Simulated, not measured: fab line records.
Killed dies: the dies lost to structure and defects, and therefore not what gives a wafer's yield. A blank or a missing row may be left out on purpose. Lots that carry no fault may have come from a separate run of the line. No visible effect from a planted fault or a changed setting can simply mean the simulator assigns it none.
What tool caused it? | flow nandHarc | 12 lots, 36 wafers sampled, at 1 step of a route of 1302

WHAT THE GAUGES SHOWED, per wafer
NHARC_A_SLIT_CD_MEAS_09: target cd 300 nm. Usual: cdNm at 299.9 nm, with a standard deviation of 0.45.
lot  | measured     | on       | cdNm (nm)         | flag
L902 | day 20 04:14 | cdSem-03 | 300.5 300.3 300.7 | 
L906 | day 21 21:31 | cdSem-03 | 299.5 299.9 299.5 | 
L908 | day 22 06:59 | cdSem-03 | 300.4 299.8 300.0 | 
L907 | day 22 07:08 | cdSem-03 | 300.2 299.6 300.6 | 
L909 | day 22 20:05 | cdSem-02 | 300.1 300.2 301.0 | 
L913 | day 24 09:29 | cdSem-01 | 299.9 300.4 299.9 | 
L912 | day 24 13:11 | cdSem-01 | 300.3 300.4 299.9 | 
L917 | day 26 00:48 | cdSem-02 | 300.2 299.6 299.8 | 
L921 | day 28 05:11 | cdSem-01 | 300.4 300.4 299.3 | 
L922 | day 28 20:28 | cdSem-01 | 299.1 300.2 300.2 | 
L923 | day 29 06:14 | cdSem-02 | 299.7 299.3 300.0 | 
L924 | day 29 07:28 | cdSem-02 | 299.5 299.5 299.9 | 

EACH LOT AND THE TOOL THAT RAN IT (in order: tool; ch and the chambers of the sampled wafers; start)
Before these readings, the record contains no process step.

WHAT THE TOOLS THEMSELVES READ (means of the sampled wafers that have a number; where no wafer has one, the mark that the record gives instead)
The record holds no such reading with a usual standard deviation.

THE ANSWER, worked out from the rows above alone
Rule: a lot is off if the mean of its wafers that have a number lies more than 3 standard deviations from the usual mean. Also off: a lot with no number at a reading for which 4 or more lots have one. Any other lot the step has rows for is counted as sound. After the gauges, taken in route order, come the tools' own readings; for these a lot's mean is taken, as printed above. At the first step where some lot is off, the reading lying furthest off is the one used; lots without a number count as furthest.
None of the lots is off at any reading shown; this tells nothing.

WHAT THE SIMULATOR PUT IN
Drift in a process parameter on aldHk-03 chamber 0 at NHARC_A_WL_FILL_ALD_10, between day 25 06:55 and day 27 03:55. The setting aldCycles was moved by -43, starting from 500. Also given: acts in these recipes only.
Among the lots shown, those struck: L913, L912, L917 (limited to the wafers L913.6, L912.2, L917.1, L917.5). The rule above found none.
